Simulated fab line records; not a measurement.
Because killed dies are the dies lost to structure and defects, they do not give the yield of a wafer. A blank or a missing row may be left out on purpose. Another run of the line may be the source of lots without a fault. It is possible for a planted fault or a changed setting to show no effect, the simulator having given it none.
Which tool did it?    flow n5Finfet    12 lots, 36 wafers sampled, at 6 steps of a route of 1938

WHAT THE GAUGES READ, wafer by wafer
N5_BEOL_M3_THK_MEAS_01.
lot   measured      on            M3_ILD_THK (nm)
L075  day 7 02:12   filmMetro-01  76.4 77.0 77.5
L077  day 7 19:23   filmMetro-01  79.0 79.4 79.7
L079  day 8 07:34   filmMetro-01  78.1 78.8 77.8
L081  day 8 21:47   filmMetro-01  79.0 77.4 78.6
L084  day 9 03:35   filmMetro-02  77.4 79.7 79.8
L085  day 9 16:03   filmMetro-01  77.3 78.6 77.7
L087  day 10 15:10  filmMetro-02  79.7 80.4 82.1
L089  day 10 16:43  filmMetro-01  79.1 78.0 80.5
L091  day 11 05:18  filmMetro-02  78.2 78.6 79.5
L093  day 11 15:02  filmMetro-02  77.8 79.1 78.3
L095  day 12 16:31  filmMetro-02  79.0 79.2 80.3
L097  day 12 22:47  filmMetro-01  78.7 80.7 79.7

WHAT TOOL EACH LOT RAN ON (gives the tool, then ch and the chambers of the sampled wafers, and finally the start)
lot   N5_BEOL_M2_ETCH_77                 N5_BEOL_M2_TRENCH_ETCH_37                     N5_BEOL_M2_PRE_CLEAN_45      N5_BEOL_M2_SPUTTER_88        N5_BEOL_M2_SPUTTER_90
L075  rieDiel-06 ch 0,1,3, day 6 15:05   rieDiel-03 ch 1,2,3, day 6 22:03 or earlier   pvdSputter-02, day 6 22:03   pvdSputter-01, day 7 00:08   pvdSputter-01, day 7 00:22
L077  rieDiel-04 ch 0,2,3, day 7 13:34   rieDiel-04 ch 0,2,3, day 7 15:44 or earlier   pvdSputter-02, day 7 15:44   pvdSputter-01, day 7 17:18   pvdSputter-01, day 7 17:31
L079  rieDiel-04 ch 2,3, day 7 23:04     rieDiel-04 ch 0,1,2, day 8 03:52 or earlier   pvdSputter-03, day 8 03:52   pvdSputter-03, day 8 05:31   pvdSputter-03, day 8 05:44
L081  rieDiel-03 ch 1,2, day 8 08:11     rieDiel-04 ch 0,1, day 8 17:08 or earlier     pvdSputter-01, day 8 17:08   pvdSputter-01, day 8 19:00   pvdSputter-01, day 8 19:13
L084  rieDiel-03 ch 1,2,3, day 8 20:47   rieDiel-04 ch 2,3, day 9 00:00 or earlier     pvdSputter-02, day 9 00:00   pvdSputter-02, day 9 01:29   pvdSputter-02, day 9 01:42
L085  rieDiel-06 ch 0,1,2, day 9 08:47   rieDiel-03 ch 2,3, day 9 10:53 or earlier     pvdSputter-01, day 9 10:53   pvdSputter-01, day 9 13:58   pvdSputter-01, day 9 14:11
L087  rieDiel-06 ch 0,2,3, day 9 20:59   rieDiel-06 ch 1,2, day 10 09:48 or earlier    pvdSputter-01, day 10 09:48  pvdSputter-03, day 10 12:47  pvdSputter-03, day 10 13:00
L089  rieDiel-06 ch 1,3, day 10 04:43    rieDiel-04 ch 1,2, day 10 13:10 or earlier    pvdSputter-01, day 10 13:10  pvdSputter-03, day 10 14:37  pvdSputter-03, day 10 14:50
L091  rieDiel-06 ch 1,2, day 10 15:19    rieDiel-03 ch 2,3, day 11 01:26 or earlier    pvdSputter-01, day 11 01:26  pvdSputter-03, day 11 03:15  pvdSputter-03, day 11 03:28
L093  rieDiel-06 ch 0,1,3, day 11 06:44  rieDiel-04 ch 0,1,2, day 11 11:18 or earlier  pvdSputter-02, day 11 11:18  pvdSputter-01, day 11 12:58  pvdSputter-01, day 11 13:11
L095  rieDiel-06 ch 0,2, day 12 00:32    rieDiel-04 ch 0,2,3, day 12 12:55 or earlier  pvdSputter-02, day 12 12:55  pvdSputter-03, day 12 14:27  pvdSputter-03, day 12 14:40
L097  rieDiel-04 ch 0,1,2, day 12 08:35  rieDiel-03 ch 0,3, day 12 18:50 or earlier    pvdSputter-03, day 12 18:50  pvdSputter-03, day 12 20:37  pvdSputter-03, day 12 20:50
- N5_BEOL_M2_ETCH_77: etches underlayer in N2/H2, target depth 6.5 nm, time 5.2 s.
- N5_BEOL_M2_TRENCH_ETCH_37: etches SiOC in C4F6/O2, target depth 55.555 nm, time 29.2 s.
- N5_BEOL_M2_PRE_CLEAN_45: time 30 s.
- N5_BEOL_M2_SPUTTER_88: material Cu, target thk 4.5 nm, time 8.29 s.
- N5_BEOL_M2_SPUTTER_90: material Cu, target thk 4.5 nm, time 8.29 s.

THE ANSWER, worked out from the rows above alone
Rule: usual is defined by the lots themselves. The widest of any qualifying gaps counts: lots, ordered by their means at a reading, are off when they make up no more than a third of the lots, leave a main group of 4 or more, and stand apart from it by 3 or more times the standard deviation of that group's means. Not used: any main group whose means are identical at the precision the tables above print for the reading. Also off: a lot with no number at a reading for which 4 or more lots have one. All remaining lots with rows at the step are treated as sound.
No lot is off on any of the readings shown, so nothing can be concluded from this.

WHAT THE SIMULATOR HAD PUT IN
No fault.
